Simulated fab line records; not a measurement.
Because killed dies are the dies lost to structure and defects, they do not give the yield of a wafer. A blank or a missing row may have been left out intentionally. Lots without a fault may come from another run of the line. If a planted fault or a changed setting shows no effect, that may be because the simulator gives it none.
fab line records	flow n5-finfet
record lots=24	wafers=72	last-day=19
route steps=1938 shown FIN_CUT@163 STI_FIN_REVEAL@196 DUMMY_GATE@232
lots untouched by any fault: they come from a run of this same line in which no faults occurred
start-h: hours from the record's opening day to when the first of the lot's shown wafers began	wait-h: hours elapsed since this lot's preceding step	" unchanged from the row above	L1.1+2: one row covering several wafers at once	- either no value or no given start	* or withheld: withheld	< > ~ a bound
route shown NAME@n: NAME is a module with steps in the file, n the number in the route of the first one	usual: mean/standard deviation taken from wafers without a fault	same: alike in all rows	chamber/n: place in a boat	sites: the reading at each site	_std_site: their standard deviation	_edge_site: outer sites' mean less inner sites'	radius-mm: how far each site lies from the wafer's centre	mask NAME#n: copy n	behind: the tool/chamber that last shaped the wafer	hold: why the lot went on hold/how many hours it stayed there/how the hold came to an end	device: the transistor (n, p or np) that didn't switch	end of line: the route-end tests of the same wafers	step lacking rows: just its recipe	killed: at the first sort, the dies lost to defects and structure; wafer yield is something else	map: dies across one wafer; x = killed, . = not, _ = none there
set.NAME: the setting the step ran with; set.NAME@STEP: the setting that earlier step ran with	model.NAME: the simulator's own value behind a step, which no gauge read
steps of the route over a sample of lots; a table a step, a row a wafer
services: when a tool's chamber went out of use (start-h, in hours from the record's first day, below 0 if earlier), for how many hours, and the reason
## steps
# step N5_FIN_CUT_CD_MEAS_08
# recipe target-cd-nm=29.1	landing-energy-ev=500	detector=se-inlens	polarity=opening
# usual cd-nm=29.09/0.22
lot.wafer	tool	chamber	start-h	wait-h	cd-nm
L074.1	cd-sem-03	0	27.70	-	28.73
L074.3	"	0	"	"	29.05
L074.5	"	0	"	"	28.95
L075.1	cd-sem-01	0	33.63	-	28.92
L075.3	"	0	"	"	28.79
L075.6	"	0	"	"	29.17
L076.2	cd-sem-02	0	39.86	-	29.19
L076.3	"	0	"	"	29.11
L076.5	"	0	"	"	29.10
L077.2	cd-sem-02	0	46.92	-	29.34
L077.4	"	0	"	"	28.84
L077.6	"	0	"	"	29.03
L078.1	cd-sem-03	0	53.19	-	28.81
L078.4	"	0	"	"	28.58
L078.6	"	0	"	"	29.23
L079.1	cd-sem-01	0	58.07	-	29.19
L079.2	"	0	"	"	28.91
L079.4	"	0	"	"	28.81
L080.1	cd-sem-02	0	63.13	-	29.13
L080.3	"	0	"	"	28.93
L080.4	"	0	"	"	29.12
L081.2	cd-sem-02	0	68.32	-	29.42
L081.4	"	0	"	"	29.41
L081.6	"	0	"	"	29.24
L082.1	cd-sem-01	0	77.40	-	29.46
L082.4	"	0	"	"	29.05
L082.6	"	0	"	"	29.40
L083.1	cd-sem-01	0	83.08	-	29.09
L083.2	"	0	"	"	29.70
L083.5	"	0	"	"	29.39
L084.2	cd-sem-01	0	87.99	-	29.14
L084.4	"	0	"	"	29.32
L084.5	"	0	"	"	28.68
L085.2	cd-sem-03	0	95.91	-	29.13
L085.4	"	0	"	"	29.01
L085.6	"	0	"	"	29.20
L086.2	cd-sem-01	0	101.54	-	28.92
L086.4	"	0	"	"	28.90
L086.5	"	0	"	"	29.61
L087.3	cd-sem-01	0	104.87	-	29.15
L087.4	"	0	"	"	29.03
L087.5	"	0	"	"	29.03
L088.1	cd-sem-03	0	110.06	-	29.10
L088.2	"	0	"	"	29.14
L088.5	"	0	"	"	29.05
L089.1	cd-sem-01	0	116.24	-	29.11
L089.2	"	0	"	"	29.10
L089.4	"	0	"	"	28.94
L090.1	cd-sem-03	0	122.22	-	29.00
L090.4	"	0	"	"	29.11
L090.6	"	0	"	"	29.15
L091.1	cd-sem-01	0	128.40	-	29.36
L091.2	"	0	"	"	29.07
L091.4	"	0	"	"	28.91
L092.2	cd-sem-01	0	135.87	-	28.97
L092.3	"	0	"	"	29.01
L092.5	"	0	"	"	28.88
L093.2	cd-sem-02	0	142.06	-	29.04
L093.4	"	0	"	"	28.81
L093.6	"	0	"	"	29.08
L094.3	cd-sem-02	0	146.77	-	29.05
L094.4	"	0	"	"	29.14
L094.5	"	0	"	"	29.06
L095.1	cd-sem-01	0	152.45	-	28.95
L095.3	"	0	"	"	29.02
L095.4	"	0	"	"	28.94
L096.1	cd-sem-01	0	159.40	-	28.97
L096.3	"	0	"	"	29.32
L096.4	"	0	"	"	28.86
L097.1	cd-sem-03	0	165.67	-	29.32
L097.3	"	0	"	"	28.64
L097.6	"	0	"	"	29.14
# step N5_STI_FIN_REVEAL_RECESS_09
# recipe chemistry=HF/NH3	target=SiO2	afs-cycles=11	target-depth-a=425	temp-c=30	sublimation-temp-c=180	sublimation-time-s=60
# usual drypump-motor-current-A=5.77/0.085
lot.wafer	tool	chamber	start-h	wait-h	drypump-motor-current-A
L074.1	vapor-etch-02	0	35.66	0.0	5.89
L074.3	"	0	"	"	5.88
L074.5	"	0	"	"	5.87
L075.1	vapor-etch-01	0	40.92	0.0	5.77
L075.3	"	1	"	"	5.62
L075.6	"	0	"	"	5.75
L076.2	vapor-etch-02	1	47.48	0.0	5.76
L076.3	"	1	"	"	5.76
L076.5	"	1	"	"	5.74
L077.2	vapor-etch-01	0	53.87	0.0	5.75
L077.4	"	1	"	"	5.61
L077.6	"	0	"	"	5.75
L078.1	vapor-etch-02	0	60.15	0.0	5.87
L078.4	"	1	"	"	5.78
L078.6	"	1	"	"	5.78
L079.1	vapor-etch-01	0	65.07	0.0	5.76
L079.2	"	1	"	"	5.61
L079.4	"	0	"	"	5.76
L080.1	vapor-etch-01	1	70.25	0.1	5.61
L080.3	"	0	"	"	5.74
L080.4	"	1	"	"	5.62
L081.2	vapor-etch-02	0	75.33	0.0	5.87
L081.4	"	1	"	"	5.76
L081.6	"	1	"	"	5.76
L082.1	vapor-etch-01	0	84.36	0.0	5.76
L082.4	"	1	"	"	5.63
L082.6	"	0	"	"	5.74
L083.1	vapor-etch-02	0	90.13	0.0	5.82
L083.2	"	1	"	"	5.76
L083.5	"	0	91.19	1.1	5.86
L084.2	vapor-etch-02	0	96.95	0.0	5.88
L084.4	"	1	"	"	5.81
L084.5	"	0	"	"	5.87
L085.2	vapor-etch-02	1	104.16	0.0	5.79
L085.4	"	0	"	"	5.90
L085.6	"	0	"	"	5.86
L086.2	vapor-etch-02	0	109.58	0.0	5.85
L086.4	"	1	"	"	5.75
L086.5	"	1	"	"	5.73
L087.3	vapor-etch-02	0	113.35	0.6	5.92
L087.4	"	1	"	"	5.81
L087.5	"	1	"	"	5.78
L088.1	vapor-etch-01	1	117.02	0.0	5.60
L088.2	"	0	"	"	5.75
L088.5	"	1	118.08	1.1	5.61
L089.1	vapor-etch-01	1	123.20	0.0	5.60
L089.2	"	0	"	"	5.74
L089.4	"	1	"	"	5.61
L090.1	vapor-etch-02	1	129.25	0.0	5.77
L090.4	"	1	"	"	5.76
L090.6	"	0	"	"	5.88
L091.1	vapor-etch-02	0	135.39	0.0	5.82
L091.2	"	1	"	"	5.75
L091.4	"	1	"	"	5.78
L092.2	vapor-etch-01	1	143.16	0.0	5.62
L092.3	"	1	"	"	5.62
L092.5	"	1	"	"	5.62
L093.2	vapor-etch-02	1	149.55	0.0	5.76
L093.4	"	1	"	"	5.79
L093.6	"	0	"	"	5.85
L094.3	vapor-etch-02	0	154.94	0.6	5.88
L094.4	"	1	"	"	5.77
L094.5	"	0	"	"	5.88
L095.1	vapor-etch-02	1	159.40	0.0	5.79
L095.3	"	0	"	"	5.86
L095.4	"	1	"	"	5.79
L096.1	vapor-etch-01	0	166.57	0.0	5.73
L096.3	"	0	167.63	1.1	5.72
L096.4	"	0	"	"	5.76
L097.1	vapor-etch-02	0	173.40	0.0	5.88
L097.3	"	1	"	"	5.77
L097.6	"	1	"	"	5.79
# step N5_STI_FIN_REVEAL_OXIDATION_33
# recipe chemistry=O2_PLASMA_REMOTE	temp-c=150	time-s=20	pressure-mtorr=1000	source-power-w=2000	o2-flow-sccm=3000
# usual drypump-motor-current-A=6.08/0.13	heater-power-w=138/14
lot.wafer	tool	chamber	start-h	wait-h	drypump-motor-current-A	heater-power-w	rf-hours-counter-h
L074.1	plasma-asher-01	0	38.16	0.0	6.23	124	37
L074.3	"	1	"	"	5.95	155	-
L074.5	"	1	"	"	5.95	154	-
L075.1	plasma-asher-02	1	43.43	0.0	6.14	145	76
L075.3	"	0	"	"	5.98	125	-
L075.6	"	1	"	"	6.13	148	-
L076.2	plasma-asher-01	0	49.98	0.0	6.27	125	39
L076.3	"	0	"	"	6.24	125	-
L076.5	"	1	"	"	5.94	155	-
L077.2	plasma-asher-02	1	56.37	0.0	6.11	147	80
L077.4	"	1	"	"	6.14	149	-
L077.6	"	1	"	"	6.14	149	-
L078.1	plasma-asher-02	1	62.71	0.0	6.16	150	82
L078.4	"	0	"	"	6.00	126	-
L078.6	"	0	"	"	6.02	126	-
L079.1	plasma-asher-02	0	67.62	0.0	5.97	126	85
L079.2	"	1	"	"	6.14	149	85
L079.4	"	0	"	"	6.02	121	-
L080.1	plasma-asher-02	0	72.77	0.0	6.00	126	86
L080.3	"	0	"	"	5.99	125	-
L080.4	"	1	"	"	6.14	146	-
L081.2	plasma-asher-01	0	77.85	0.0	6.25	124	40
L081.4	"	0	"	"	6.23	127	-
L081.6	"	0	"	"	6.24	125	-
L082.1	plasma-asher-02	1	87.10	0.0	6.13	148	90
L082.4	"	1	"	"	6.14	147	-
L082.6	"	0	"	"	5.98	123	-
L083.1	plasma-asher-02	1	92.71	0.0	6.13	144	91
L083.2	"	0	"	"	5.98	123	91
L083.5	"	1	"	"	6.12	146	-
L084.2	plasma-asher-01	1	99.46	0.0	5.96	155	43
L084.4	"	0	"	"	6.25	123	-
L084.5	"	0	"	"	6.21	123	-
L085.2	plasma-asher-01	0	106.66	0.0	6.25	122	44
L085.4	"	0	"	"	6.26	124	-
L085.6	"	1	"	"	5.97	155	-
L086.2	plasma-asher-01	0	112.13	0.0	6.26	125	45
L086.4	"	1	"	"	5.94	149	-
L086.5	"	1	"	"	5.95	156	-
L087.3	plasma-asher-02	0	115.35	0.0	6.02	121	-
L087.4	"	1	"	"	6.15	143	-
L087.5	"	1	"	"	6.17	145	-
L088.1	plasma-asher-01	0	119.53	0.0	6.25	125	47
L088.2	"	1	"	"	5.93	150	47
L088.5	"	1	"	"	5.92	154	-
L089.1	plasma-asher-01	0	125.70	0.0	6.23	127	48
L089.2	"	1	"	"	5.90	156	48
L089.4	"	0	"	"	6.25	122	-
L090.1	plasma-asher-02	0	131.75	0.0	6.02	125	99
L090.4	"	0	"	"	6.02	124	-
L090.6	"	0	"	"	6.05	127	-
L091.1	plasma-asher-02	0	137.89	0.0	5.99	122	102
L091.2	"	1	"	"	6.13	148	102
L091.4	"	1	"	"	6.14	143	-
L092.2	plasma-asher-02	0	145.67	0.0	6.00	126	104
L092.3	"	1	"	"	6.16	147	-
L092.5	"	1	"	"	6.14	146	-
L093.2	plasma-asher-01	1	152.26	0.0	5.96	154	50
L093.4	"	0	"	"	6.27	125	-
L093.6	"	1	"	"	5.96	157	-
L094.3	plasma-asher-01	1	157.32	0.4	5.97	157	-
L094.4	"	0	"	"	6.27	126	-
L094.5	"	1	"	"	5.95	156	-
L095.1	plasma-asher-01	0	161.96	0.0	6.27	127	55
L095.3	"	1	"	"	5.95	152	-
L095.4	"	0	"	"	6.27	122	-
L096.1	plasma-asher-01	1	170.70	0.0	5.91	157	57
L096.3	"	0	"	"	6.25	122	-
L096.4	"	1	"	"	5.91	155	-
L097.1	plasma-asher-01	1	175.90	0.0	5.89	155	58
L097.3	"	0	"	"	6.24	123	-
L097.6	"	0	"	"	6.23	124	-
# step N5_DUMMY_GATE_OVL_MEAS_16
# recipe points-per-wafer=522
# usual GATE_OVL=0.1/0.62
lot.wafer	tool	chamber	start-h	wait-h	GATE_OVL[nm]
L074.1	overlay-02	0	47.00	0.0	-0.5
L074.3	"	0	"	"	-0.3
L074.5	"	0	"	"	-1.1
L075.1	overlay-02	0	52.26	0.0	0.0
L075.3	"	0	"	"	0.3
L075.6	"	0	"	"	-0.1
L076.2	overlay-02	0	58.94	0.0	0.4
L076.3	"	0	"	"	1.2
L076.5	"	0	"	"	0.0
L077.2	overlay-01	0	65.42	0.0	0.2
L077.4	"	0	"	"	1.6
L077.6	"	0	"	"	0.5
L078.1	overlay-02	0	71.53	0.0	0.2
L078.4	"	0	"	"	0.1
L078.6	"	0	"	"	-0.6
L079.1	overlay-02	0	76.55	0.0	-0.2
L079.2	"	0	"	"	0.3
L079.4	"	0	"	"	0.4
L080.1	overlay-02	0	83.67	0.0	0.2
L080.3	"	0	"	"	-0.2
L080.4	"	0	"	"	-0.8
L081.2	overlay-01	0	86.66	0.0	0.6
L081.4	"	0	"	"	-0.5
L081.6	"	0	"	"	0.1
L082.1	overlay-01	0	95.88	0.0	-0.6
L082.4	"	0	"	"	-0.3
L082.6	"	0	"	"	-0.2
L083.1	overlay-01	0	102.73	0.0	-0.4
L083.2	"	0	"	"	-0.6
L083.5	"	0	"	"	0.8
L084.2	overlay-01	0	108.62	0.0	-0.4
L084.4	"	0	"	"	0.8
L084.5	"	0	"	"	1.2
L085.2	overlay-02	0	115.75	0.0	-0.5
L085.4	"	0	"	"	0.3
L085.6	"	0	"	"	0.0
L086.2	overlay-02	0	121.09	0.0	1.3
L086.4	"	0	"	"	1.0
L086.5	"	0	"	"	0.8
L087.3	overlay-01	0	124.14	0.0	-0.6
L087.4	"	0	"	"	1.1
L087.5	"	0	"	"	-0.9
L088.1	overlay-01	0	128.88	0.0	0.9
L088.2	"	0	"	"	0.8
L088.5	"	0	"	"	0.7
L089.1	overlay-02	0	134.64	0.0	0.4
L089.2	"	0	"	"	1.2
L089.4	"	0	"	"	0.9
L090.1	overlay-02	0	140.81	0.0	-0.8
L090.4	"	0	"	"	0.0
L090.6	"	0	"	"	0.5
L091.1	overlay-02	0	146.76	0.0	-0.7
L091.2	"	0	"	"	-0.3
L091.4	"	0	"	"	0.5
L092.2	overlay-01	0	154.49	0.0	0.6
L092.3	"	0	"	"	0.5
L092.5	"	0	"	"	0.4
L093.2	overlay-02	0	161.24	0.0	0.1
L093.4	"	0	"	"	0.6
L093.6	"	0	"	"	0.0
L094.3	overlay-01	0	166.96	0.0	0.9
L094.4	"	0	"	"	-1.1
L094.5	"	0	"	"	0.3
L095.1	overlay-02	0	171.27	0.0	0.1
L095.3	"	0	"	"	0.1
L095.4	"	0	"	"	0.3
L096.1	overlay-01	0	183.28	0.0	0.9
L096.3	"	0	"	"	-0.3
L096.4	"	0	"	"	-0.3
L097.1	overlay-01	0	184.84	0.0	0.3
L097.3	"	0	"	"	-0.1
L097.6	"	0	"	"	-0.7
# step N5_DUMMY_GATE_CD_MEAS_50
# recipe target-cd-nm=14
# usual cd-nm=14.1/0.4
lot.wafer	tool	chamber	start-h	wait-h	cd-nm
L074.1	cd-sem-02	-	47.46	0.0	13.9
L074.3	"	-	"	"	14.3
L074.5	"	-	"	"	14.0
L075.1	cd-sem-03	-	52.73	0.0	14.0
L075.3	"	-	"	"	13.2
L075.6	"	-	"	"	14.6
L076.2	cd-sem-03	-	59.40	0.0	13.7
L076.3	"	-	"	"	14.4
L076.5	"	-	"	"	14.4
L077.2	cd-sem-03	-	66.19	0.1	14.8
L077.4	"	-	"	"	14.7
L077.6	"	-	"	"	14.4
L078.1	cd-sem-02	-	72.00	0.0	13.8
L078.4	"	-	"	"	14.4
L078.6	"	-	"	"	13.8
L079.1	cd-sem-01	-	77.02	0.0	14.0
L079.2	"	-	"	"	14.4
L079.4	"	-	"	"	13.8
L080.1	cd-sem-01	-	84.21	0.0	14.2
L080.3	"	-	"	"	14.5
L080.4	"	-	"	"	14.5
L081.2	cd-sem-02	-	87.12	0.0	13.9
L081.4	"	-	"	"	14.2
L081.6	"	-	"	"	14.7
L082.1	cd-sem-01	-	96.52	0.0	14.0
L082.4	"	-	"	"	14.6
L082.6	"	-	"	"	14.1
L083.1	cd-sem-03	-	103.20	0.0	14.1
L083.2	"	-	"	"	13.9
L083.5	"	-	"	"	14.0
L084.2	cd-sem-01	-	109.10	0.0	14.1
L084.4	"	-	"	"	14.3
L084.5	"	-	"	"	14.1
L085.2	cd-sem-02	-	116.21	0.0	13.9
L085.4	"	-	"	"	14.2
L085.6	"	-	"	"	13.7
L086.2	cd-sem-01	-	121.56	0.0	14.3
L086.4	"	-	"	"	13.8
L086.5	"	-	"	"	13.6
L087.3	cd-sem-02	-	125.06	0.0	14.2
L087.4	"	-	"	"	13.6
L087.5	"	-	"	"	13.7
L088.1	cd-sem-03	-	129.41	0.0	14.1
L088.2	"	-	"	"	13.8
L088.5	"	-	"	"	14.3
L089.1	cd-sem-01	-	135.10	0.0	13.9
L089.2	"	-	"	"	14.1
L089.4	"	-	"	"	14.1
L090.1	cd-sem-02	-	141.28	0.0	13.9
L090.4	"	-	"	"	14.2
L090.6	"	-	"	"	14.6
L091.1	cd-sem-02	-	147.61	0.0	14.0
L091.2	"	-	"	"	14.0
L091.4	"	-	"	"	14.7
L092.2	cd-sem-02	-	154.96	0.0	14.3
L092.3	"	-	"	"	14.5
L092.5	"	-	"	"	14.6
L093.2	cd-sem-03	-	162.12	0.0	14.5
L093.4	"	-	"	"	14.6
L093.6	"	-	"	"	14.4
L094.3	cd-sem-03	-	167.57	0.0	13.4
L094.4	"	-	"	"	13.9
L094.5	"	-	"	"	14.5
L095.1	cd-sem-03	-	171.89	0.0	13.7
L095.3	"	-	"	"	14.4
L095.4	"	-	"	"	13.8
L096.1	cd-sem-01	-	183.75	0.0	13.8
L096.3	"	-	"	"	14.4
L096.4	"	-	"	"	14.4
L097.1	cd-sem-01	-	185.43	0.0	14.6
L097.3	"	-	"	"	14.2
L097.6	"	-	"	"	14.3
# step N5_DUMMY_GATE_STRIP_48
# recipe chemistry=N2/H2	time-s=20	power-w=100	temp-c=40	pressure-mtorr=100	rf-frequency-hz=6e+07	bias-power-w=3	n2-flow-sccm=300	h2-flow-sccm=300
# usual bias-power-w=3.000/0.0087	drypump-motor-current-A=5.7/0.57	h2-flow-sccm=300.0/0.88	oes-product-au=0.81/0.085	rf-vpp-V=45.2/0.84	showerhead-plenum-p-Torr=3.36/0.1	throttle-valve-pct=12.20/0.22
lot.wafer	tool	chamber	start-h	wait-h	bias-power-w	drypump-motor-current-A	h2-flow-sccm	oes-product-au	rf-hours-counter-h	rf-vpp-V	showerhead-plenum-p-Torr	throttle-valve-pct
L074.1	rie-diel-04	2	48.30	0.0	3.013	5.2	302.0	0.74	156	45.0	3.22	12.13
L074.3	"	3	"	"	2.995	5.6	300.3	0.84	88	44.3	3.26	12.23
L074.5	"	3	"	"	3.002	5.6	300.3	0.82	-	45.9	3.26	12.23
L075.1	rie-diel-06	2	53.32	0.0	3.000	5.7	298.8	0.79	102	45.1	3.27	12.28
L075.3	"	0	"	"	3.007	6.5	299.2	0.71	235	45.7	3.47	12.59
L075.6	"	0	"	"	3.011	6.5	302.2	0.71	-	45.5	3.47	12.59
L076.2	rie-diel-02	2	59.99	0.0	2.974	6.6	298.8	0.86	41	45.7	3.30	11.89
L076.3	"	3	"	"	3.015	6.8	301.1	0.84	60	45.5	3.31	12.50
L076.5	"	3	"	"	3.007	6.8	299.7	0.83	-	45.4	3.31	12.51
L077.2	rie-diel-06	0	66.88	0.0	3.014	6.4	300.1	0.70	237	45.7	3.47	12.59
L077.4	"	2	"	"	2.993	5.7	301.7	0.80	104	44.6	3.27	12.28
L077.6	"	1	"	"	2.984	6.1	299.9	0.72	-	45.3	3.51	12.55
L078.1	rie-diel-06	3	72.65	0.0	3.000	4.9	301.9	0.77	120	46.4	3.40	12.21
L078.4	"	2	"	"	3.006	5.7	299.7	0.80	106	45.1	3.27	12.28
L078.6	"	3	"	"	3.000	5.0	300.7	0.78	-	45.5	3.40	12.22
L079.1	rie-diel-04	3	77.94	0.0	3.014	5.6	300.0	0.83	94	46.4	3.26	12.23
L079.2	"	2	"	"	2.985	5.2	299.4	0.74	166	45.4	3.22	12.14
L079.4	"	1	"	"	2.992	5.1	300.9	0.94	9	45.9	3.44	12.08
L080.1	rie-diel-06	0	84.80	0.0	3.000	6.5	299.7	0.70	242	45.2	3.46	12.59
L080.3	"	1	"	"	2.985	6.0	299.4	0.73	174	45.7	3.51	12.56
L080.4	"	2	"	"	3.007	5.7	300.9	0.79	109	44.9	3.27	12.29
L081.2	rie-diel-04	3	87.96	0.0	3.015	5.6	301.5	0.81	97	45.3	3.26	12.24
L081.4	"	2	"	"	2.988	5.2	299.8	0.72	169	45.4	3.22	12.15
L081.6	"	1	"	"	2.994	5.1	300.4	0.93	-	45.2	3.43	12.09
L082.1	rie-diel-02	2	97.12	0.0	2.999	6.5	300.2	0.84	52	47.0	3.30	11.94
L082.4	"	0	"	"	2.992	5.4	300.4	0.91	26	42.9	3.45	11.93
L082.6	"	0	"	"	2.999	5.4	299.1	0.92	-	44.3	3.45	11.94
L083.1	rie-diel-02	0	103.88	0.0	2.998	5.4	299.7	0.91	29	44.7	3.45	11.94
L083.2	"	1	"	"	3.010	6.4	299.3	0.76	138	45.9	3.54	12.04
L083.5	"	3	"	"	3.000	6.8	300.5	0.83	-	44.9	3.30	12.55
L084.2	rie-diel-04	1	109.69	0.0	3.001	5.1	299.1	0.91	18	45.2	3.43	12.10
L084.4	"	0	"	"	3.003	6.0	298.2	0.97	9	45.1	3.31	11.93
L084.5	"	1	"	"	3.007	5.2	298.7	0.92	-	45.8	3.43	12.09
L085.2	rie-diel-04	3	116.80	0.0	3.007	5.6	299.4	0.81	106	43.4	3.25	12.26
L085.4	"	1	"	"	2.984	5.2	301.5	0.91	20	45.1	3.43	12.11
L085.6	"	2	"	"	3.002	5.2	300.6	0.72	-	46.1	3.21	12.18
L086.2	rie-diel-06	1	122.15	0.0	3.007	6.0	300.3	0.72	183	45.1	3.50	12.59
L086.4	"	1	"	"	3.000	6.0	300.9	0.72	-	45.2	3.50	12.58
L086.5	"	3	"	"	3.000	4.9	299.6	0.76	-	44.1	3.39	12.26
L087.3	rie-diel-02	1	125.92	0.0	3.000	6.4	300.8	0.74	145	46.1	3.53	12.06
L087.4	"	1	"	"	2.996	6.4	299.9	0.75	-	45.6	3.53	12.05
L087.5	"	2	"	"	3.004	6.5	298.7	0.82	-	45.6	3.29	11.94
L088.1	rie-diel-06	1	130.00	0.0	3.006	6.0	299.5	0.72	187	46.0	3.50	12.58
L088.2	"	3	"	"	3.004	4.9	300.5	0.75	137	46.1	3.39	12.25
L088.5	"	3	"	"	3.003	4.9	299.3	0.76	-	46.4	3.39	12.26
L089.1	rie-diel-02	1	135.70	0.0	2.992	6.4	300.0	0.75	148	45.9	3.53	12.07
L089.2	"	0	"	"	3.019	5.4	299.6	0.89	39	45.6	3.44	11.96
L089.4	"	2	"	"	3.002	6.6	301.0	0.83	64	44.2	3.29	11.94
L090.1	rie-diel-04	1	141.87	0.0	3.002	5.1	300.2	0.90	27	45.0	3.43	12.12
L090.4	"	0	"	"	2.998	6.0	300.1	0.94	19	45.7	3.31	11.95
L090.6	"	0	"	"	2.994	6.0	300.4	0.94	-	44.5	3.31	11.95
L091.1	rie-diel-04	0	148.41	0.0	3.011	6.0	299.0	0.95	21	44.7	3.31	11.95
L091.2	"	2	"	"	3.003	5.2	299.4	0.71	186	44.5	3.21	12.20
L091.4	"	3	"	"	2.996	5.6	300.3	0.79	115	46.1	3.25	12.29
L092.2	rie-diel-04	3	155.88	0.0	2.997	5.6	301.3	0.79	117	44.2	3.25	12.31
L092.3	"	0	"	"	3.004	6.0	298.8	0.94	23	45.9	3.31	11.97
L092.5	"	0	"	"	2.997	6.0	300.1	0.94	-	44.9	3.31	11.97
L093.2	rie-diel-02	2	162.71	0.0	3.008	6.5	300.8	0.80	71	45.2	3.29	11.97
L093.4	"	1	"	"	3.000	6.4	301.4	0.73	156	44.8	3.53	12.08
L093.6	"	0	"	"	2.982	5.4	299.5	0.87	-	45.7	3.44	11.99
L094.3	rie-diel-04	0	168.16	0.0	2.980	6.0	300.3	0.91	26	46.1	3.30	11.98
L094.4	"	2	"	"	3.014	5.2	299.0	0.70	192	45.8	3.21	12.21
L094.5	"	0	"	"	3.007	6.0	300.4	0.92	-	44.3	3.30	11.97
L095.1	rie-diel-04	3	172.48	0.0	2.989	5.6	298.7	0.78	122	44.3	3.25	12.33
L095.3	"	2	"	"	3.007	5.2	299.7	0.71	194	44.9	3.21	12.21
L095.4	"	1	"	"	3.001	5.1	301.8	0.88	37	45.2	3.42	12.14
L096.1	rie-diel-04	2	184.34	0.0	2.994	5.2	298.2	0.71	198	44.8	3.20	12.22
L096.3	"	1	"	"	2.995	5.1	300.7	0.88	40	46.6	3.42	12.17
L096.4	"	0	"	"	3.005	6.0	299.1	0.92	31	45.7	3.30	11.99
L097.1	rie-diel-04	0	186.02	0.0	3.002	6.0	300.2	0.91	32	44.3	3.30	11.99
L097.3	"	1	"	"	3.004	5.2	300.4	0.86	41	45.2	3.42	12.16
L097.6	"	1	"	"	3.008	5.2	299.3	0.87	-	44.2	3.42	12.18
## services
tool	chamber	start-h	hours	kind
rie-diel-04	0	17.51	10.0	repair
rie-diel-04	2	25.21	8.7	repair
rie-diel-04	1	34.29	-	clean
rie-diel-04	1	34.29	-	consumable-replace:focus-ring
rie-diel-04	1	34.29	16.9	scheduled-down
rie-diel-04	1	34.29	16.9	vent-cycle
rie-diel-04	0	51.30	-	clean
rie-diel-04	0	51.30	-	consumable-replace:esc
rie-diel-04	0	51.30	-	consumable-replace:focus-ring
rie-diel-04	0	51.30	25.3	scheduled-down
plasma-asher-01	-	53.54	17.2	repair
rie-diel-04	3	65.13	6.8	repair
plasma-asher-01	-	85.42	2.8	pm
plasma-asher-01	-	95.43	3.5	repair
rie-diel-02	3	119.82	11.3	repair
plasma-asher-01	-	128.60	21.9	repair
vapor-etch-02	-	130.84	4.3	pm
rie-diel-02	-	136.73	2.7	repair
plasma-asher-02	-	150.53	14.6	pm
rie-diel-04	-	153.50	0.6	repair
rie-diel-06	1	160.12	7.3	repair
vapor-etch-01	1	166.32	18.4	repair
plasma-asher-02	-	169.99	1.7	repair
vapor-etch-01	-	185.59	0.5	repair
## key
fault none
